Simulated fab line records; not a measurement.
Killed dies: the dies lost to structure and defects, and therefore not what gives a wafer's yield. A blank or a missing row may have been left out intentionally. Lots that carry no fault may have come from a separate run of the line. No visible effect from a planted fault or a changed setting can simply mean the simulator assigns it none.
Chamber matching || flow nand_harc || rie_diel-04 running NHARC_P_GATE_STRIP_108: 4 sister chambers
The step strips in O2. 4 wafers are shown with their chamber, then 12 later ones without.

## EACH WAFER AND ITS CHAMBER
{"wafer": "L084.2", "chamber": 1, "drypump_motor_current_A (A)": 6.4}
{"wafer": "L087.2", "chamber": 3, "drypump_motor_current_A (A)": 5.8}
{"wafer": "L087.4", "chamber": 2, "drypump_motor_current_A (A)": 5.6}
{"wafer": "L087.6", "chamber": 0, "drypump_motor_current_A (A)": 5.8}

## WAFERS WHOSE CHAMBER IS MISSING
{"wafer": "L090.1", "drypump_motor_current_A (A)": 6.4}
{"wafer": "L090.4", "drypump_motor_current_A (A)": 5.9}
{"wafer": "L090.6", "drypump_motor_current_A (A)": 5.8}
{"wafer": "L091.3", "drypump_motor_current_A (A)": 6.4}
{"wafer": "L091.5", "drypump_motor_current_A (A)": 5.8}
{"wafer": "L091.6", "drypump_motor_current_A (A)": 5.6}
{"wafer": "L093.2", "drypump_motor_current_A (A)": 5.9}
{"wafer": "L093.3", "drypump_motor_current_A (A)": 5.7}
{"wafer": "L093.6", "drypump_motor_current_A (A)": 5.9}
{"wafer": "L095.2", "drypump_motor_current_A (A)": 5.8}
{"wafer": "L095.3", "drypump_motor_current_A (A)": 5.9}
{"wafer": "L095.6", "drypump_motor_current_A (A)": 5.8}

## WHICH CHAMBER EACH ONE RAN IN
{"wafer": "L090.1", "from the rows above": 1, "in truth": 1}
{"wafer": "L090.4", "from the rows above": "can't be placed: 0 or 3", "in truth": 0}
{"wafer": "L090.6", "from the rows above": "can't be placed: 0 or 3", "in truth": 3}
{"wafer": "L091.3", "from the rows above": 1, "in truth": 1}
{"wafer": "L091.5", "from the rows above": "can't be placed: 0 or 3", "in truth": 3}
{"wafer": "L091.6", "from the rows above": 2, "in truth": 2}
{"wafer": "L093.2", "from the rows above": "can't be placed: 0 or 3", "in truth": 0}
{"wafer": "L093.3", "from the rows above": "can't be placed: 0 or 3 or 2", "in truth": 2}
{"wafer": "L093.6", "from the rows above": "can't be placed: 0 or 3", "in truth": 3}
{"wafer": "L095.2", "from the rows above": "can't be placed: 0 or 3", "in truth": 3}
{"wafer": "L095.3", "from the rows above": "can't be placed: 0 or 3", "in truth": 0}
{"wafer": "L095.6", "from the rows above": "can't be placed: 0 or 3", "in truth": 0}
Correctly placed: 3 of 12. Can't be placed from these rows: 9 (the true chamber is among the candidates in 9). 0 placed wrongly.
How it was worked out, from the rows above alone: a wafer's distance from a chamber is the root of the sum, over the readings, of the square of ((its reading less the chamber's mean) divided by the reading's scatter). The wafer belongs to the nearest chamber; if the next one is less than 2 further off, it can't be placed. Each chamber's mean is taken over the wafers shown for it. The scatter: with one shown wafer a chamber, the root of the mean of the squares of how far each hidden wafer lies from its nearest shown one.
